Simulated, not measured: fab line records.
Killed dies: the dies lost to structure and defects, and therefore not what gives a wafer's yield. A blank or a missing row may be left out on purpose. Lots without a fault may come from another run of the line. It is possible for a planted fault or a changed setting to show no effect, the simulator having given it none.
Which tool is to blame?    flow nandHarc    39 wafers from 13 lots sampled at 5 of the route's 1302 steps

WHAT THE GAUGES SHOWED, per wafer
NHARC_P_STI_INSPECT_11. Usual: rawDefectCount 5.6, standard deviation 2.5.
lot   measured      on                rawDefectCount  flag
L738  day 4 21:44   defectInspect-02  4 4 10          
L739  day 5 07:12   defectInspect-01  8 11 7          
L740  day 5 18:01   defectInspect-02  7 5 6           
L741  day 6 03:39   defectInspect-02  6 6 7           
L742  day 6 14:48   defectInspect-01  3 6 13          
L743  day 6 23:52   defectInspect-01  9 2 6           
L745  day 7 20:53   defectInspect-02  4 3 7           
L746  day 8 06:56   defectInspect-02  11 15 4         
L747  day 8 18:09   defectInspect-02  2 6 3           
L753  day 11 03:29  defectInspect-01  33 26 43        OFF
L754  day 11 14:29  defectInspect-02  37 30 28        OFF
L755  day 11 22:44  defectInspect-01  33 35 31        OFF
L756  day 12 10:28  defectInspect-02  4 5 8           

NHARC_END_SORT_01. Usual: killedAtArray 55, standard deviation 22; killedAtOther 1.1, standard deviation 1.4; killedAtPeriphery 4, standard deviation 3.2; killedDies 59, standard deviation 22; killedOpen 3.3, standard deviation 1.8; killedShort 2.5, standard deviation 1.5.
lot   measured      on         killedAtArray  killedAtOther  killedAtPeriphery  killedDies  killedOpen  killedShort  flag
L753  day 33 22:14  prober-02  59 66 61       1 0 2          23 20 33           83 86 96    3 8 4       3 2 3        OFF
L754  day 33 08:35  prober-01  59 72 68       2 1 1          32 24 20           93 97 89    5 7 3       3 2 1        OFF
L755  day 33 08:35  prober-02  18 23 22       1 3 0          24 31 21           43 57 43    3 3 0       1 2 3        OFF

TOOL THAT RAN EACH LOT (tool first, then ch and the chambers of the sampled wafers, then the start)
lot   NHARC_P_ZERO_WELL_RTA_42         NHARC_P_STI_OXIDE_29           NHARC_P_STI_ETCH_15
L738  rtpAnneal-02 ch 0, day 4 05:10   furnace-07 ch 0, day 4 10:21   rieSi-02 ch 0,1,2, day 4 22:10
L739  rtpAnneal-01 ch 0, day 4 15:01   furnace-08 ch 0, day 4 20:01   rieSi-05 ch 0,1, day 5 07:37
L740  rtpAnneal-01 ch 0, day 5 01:02   furnace-03 ch 0, day 5 04:51   rieSi-02 ch 0,2,3, day 5 18:28
L741  rtpAnneal-01 ch 0, day 5 10:54   furnace-08 ch 0, day 5 16:16   rieSi-06 ch 0,2, day 6 04:06
L742  rtpAnneal-02 ch 0, day 5 20:55   furnace-07 ch 0, day 6 03:26   rieSi-02 ch 0,1,3, day 6 15:18
L743  rtpAnneal-01 ch 0, day 6 06:53   furnace-03 ch 0, day 6 12:34   rieSi-02 ch 0,1,3, day 7 00:17
L745  rtpAnneal-01 ch 0, day 7 05:22   furnace-08 ch 0, day 7 09:29   rieSi-05 ch 0,2, day 7 21:22
L746  rtpAnneal-02 ch 0, day 7 12:56   furnace-03 ch 0, day 7 19:41   rieSi-02 ch 0,1,2, day 8 07:21
L747  rtpAnneal-02 ch 0, day 7 22:46   furnace-03 ch 0, day 8 06:42   rieSi-05 ch 1,2,3, day 8 18:37
L753  rtpAnneal-01 ch 0, day 10 11:04  furnace-03 ch 0, day 10 16:06  rieSi-05 ch 1,3, day 11 03:53
L754  rtpAnneal-02 ch 0, day 10 23:13  furnace-03 ch 0, day 11 03:08  rieSi-02 ch 2,3, day 11 14:55
L755  rtpAnneal-01 ch 0, day 11 07:17  furnace-03 ch 0, day 11 11:20  rieSi-02 ch 0,1, day 11 23:08
L756  rtpAnneal-02 ch 0, day 11 16:56  furnace-08 ch 0, day 11 23:09  rieSi-06 ch 0,2, day 12 10:57
- NHARC_P_ZERO_WELL_RTA_42: time 300 s.
- NHARC_P_STI_OXIDE_29: material SiO2, target thk 10 nm, ox time 1362 s.
- NHARC_P_STI_ETCH_15: etches the open film in HBr/Cl2, target depth 300 nm, time 100.1 s.

WHAT THE TOOLS THEMSELVES READ (means of the sampled wafers that have a number; where no wafer has one, the mark that the record gives instead)
NHARC_P_ZERO_WELL_RTA_42. Usual: lampPowerPct 34.1 %, standard deviation 0.79; lamp_zone_1_pct 34.1 %, standard deviation 0.79; lamp_zone_3_pct 34.1 %, standard deviation 0.79; wafer_temp_C_max 1104.2, standard deviation 1.
lot   tool          lampPowerPct (%)  lamp_zone_1_pct (%)  lamp_zone_3_pct (%)  wafer_temp_C_max  flag
L738  rtpAnneal-02  33.3              33.3                 33.3                 1103.7            
L739  rtpAnneal-01  34.9              34.9                 34.9                 1104.1            
L740  rtpAnneal-01  34.9              34.9                 34.9                 1103.7            
L741  rtpAnneal-01  34.9              35.0                 35.0                 1104.5            
L742  rtpAnneal-02  33.3              33.4                 33.4                 1104.1            
L743  rtpAnneal-01  34.9              34.9                 34.9                 1105.1            
L745  rtpAnneal-01  34.9              34.8                 34.9                 1104.6            
L746  rtpAnneal-02  33.3              33.4                 33.4                 1103.8            
L747  rtpAnneal-02  33.4              33.4                 33.4                 1103.7            
L753  rtpAnneal-01  34.9              35.0                 34.9                 1104.7            
L754  rtpAnneal-02  33.3              33.3                 33.4                 1103.5            
L755  rtpAnneal-01  35.0              34.9                 35.0                 1105.0            
L756  rtpAnneal-02  33.3              33.4                 33.3                 1103.2            

NHARC_P_STI_ETCH_15. Usual: drypumpMotorCurrentA 5.4 A, standard deviation 0.32; hbrFlowSccm 150.0 sccm, standard deviation 0.38; oesProductAu 1.000 a.u., standard deviation 0.012; throttleValvePct 26.405 %, standard deviation 0.0098.
lot   tool      drypumpMotorCurrentA (A)  hbrFlowSccm (sccm)  oesProductAu (a.u.)  throttleValvePct (%)  flag
L738  rieSi-02  5.4                       149.8               1.005                26.418                
L739  rieSi-05  5.3                       149.8               0.991                26.407                
L740  rieSi-02  5.5                       150.0               1.012                26.400                
L741  rieSi-06  5.4                       150.3               1.003                26.409                
L742  rieSi-02  5.5                       149.7               1.004                26.402                
L743  rieSi-02  5.5                       150.1               1.008                26.402                
L745  rieSi-05  5.3                       149.9               0.990                26.415                
L746  rieSi-02  5.4                       150.3               1.006                26.409                
L747  rieSi-05  5.3                       150.0               0.997                26.406                
L753  rieSi-05  5.3                       150.1               0.995                26.402                
L754  rieSi-02  5.9                       149.8               1.028                26.395                
L755  rieSi-02  5.4                       150.0               1.006                26.411                
L756  rieSi-06  5.4                       149.8               0.998                26.408                

THE ANSWER, worked out from the rows above alone
Rule: a lot is off if the mean of its wafers that have a number lies more than 3 standard deviations from the usual mean. A lot without any number at a reading at which 4 lots or more have one is off too. Any other lot the step has rows for is counted as sound. The gauges are gone through in route order, then the tools' own readings, and for those a lot's mean is taken as printed above. The first step at which some lot is off is used, and at that step the reading that is off furthest; a lot without a number counts as furthest.
Off: L753, L754, L755 (NHARC_P_STI_INSPECT_11, rawDefectCount).
A tool fits if, at a process step before that reading, it ran every lot that is off, and no sound lot after the first of them. Not tried: the gauges at NHARC_P_STI_INSPECT_11; whatever is off there is also off at NHARC_END_SORT_01, on other tools, and gauge error can't account for it. One fits: NHARC_P_STI_OXIDE_29 on furnace-03. A fault onset in the window from L747 (day 8 06:42, its last sound lot) to L753 (day 10 16:06, its first lot off) fits.

WHAT HAD BEEN PUT IN BY THE SIMULATOR
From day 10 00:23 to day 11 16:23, furnace-03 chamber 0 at NHARC_P_STI_OXIDE_29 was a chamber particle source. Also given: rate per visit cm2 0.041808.
Shown lots that were struck: L753, L754, L755. The rule given above showed the same thing.
